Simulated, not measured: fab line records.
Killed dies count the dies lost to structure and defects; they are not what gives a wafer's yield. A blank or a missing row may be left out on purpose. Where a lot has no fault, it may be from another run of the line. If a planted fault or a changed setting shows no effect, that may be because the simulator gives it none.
A lot that was struck, set against a sound lot	flow nand harc	14 steps out of a route of 1302
Sound: these wafers, L979.1, L979.2, L979.5. The struck wafers were L993.1, L993.3, L993.6. The cause is given at the end.
Order at every step that has rows: each side's tool, ch and its chambers, its first start. Under that, the readings that differ: sound wafers	struck wafers	difference of the means	sigmas: that difference in standard deviations of wafers without a fault.
alike: readings with means less than 2 such deviations apart, plus words and numbers identical on both sides. not compared: withheld readings, readings lacking a value on some wafer, bounds such as >300 that could conceal the same value, and numbers that have no deviation in the record and whose values overlap.
The two part at a step that has a row with sigmas, a row that says differs or no value, or rows on one side only. Numbers that don't overlap but have no deviation are shown without sigmas and don't part them. Lack of a reading on every wafer of one side parts them only where that side has two or more wafers.

first, 2 steps without rows for these wafers: NHARC_P_STI_SRD_39; NHARC_P_STI_OXIDE_40 (material SiO2, target thk 10 nm, ox time 1362 s).
NHARC_P_STI_INSPECT_25:
  sound on defect inspect-02, day 4 02:25; struck on defect inspect-01, day 10 00:10
  alike: raw defect count
then, 9 steps without rows for these wafers: NHARC_P_GATE_ETCH_69 (etches SiO2 in dHF, target depth 14 nm); NHARC_P_GATE_PRECLEAN_70 (cleans in SC1); NHARC_P_GATE_SRD_01; NHARC_P_GATE_OXIDE_02 (material SiO2, target thk 37.5 nm, ox time 365 s); NHARC_P_GATE_DEHYDRATE_03 (time 120 s); NHARC_P_GATE_HMDS_04 (time 30 s); NHARC_P_GATE_COAT_05; NHARC_P_GATE_SOFTBAKE_06 (time 95 s); NHARC_P_GATE_EBR_07.
NHARC_P_GATE_EXPOSE_08: exposes mask P HV.
  sound on krf scanner-03 ch 0, day 4 10:56; struck on krf scanner-02 ch 0, day 10 09:01
reading	sound	struck	difference	sigmas
exposure dose mJ cm2	16.747 16.754 16.746	16.316 16.305 16.319	-0.436	-24
  alike: mask
then, 1 step without rows for these wafers: NHARC_P_GATE_PEB_09 (peb time 85 s).

== WHERE THEY PART ==
NHARC_P_GATE_EXPOSE_08 only, going by this record.

WHY: what had been put in by the simulator
Drift in process parameters on krf scanner-02 at NHARC_P_GATE_EXPOSE_08, starting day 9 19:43. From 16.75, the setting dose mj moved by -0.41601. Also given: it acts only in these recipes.
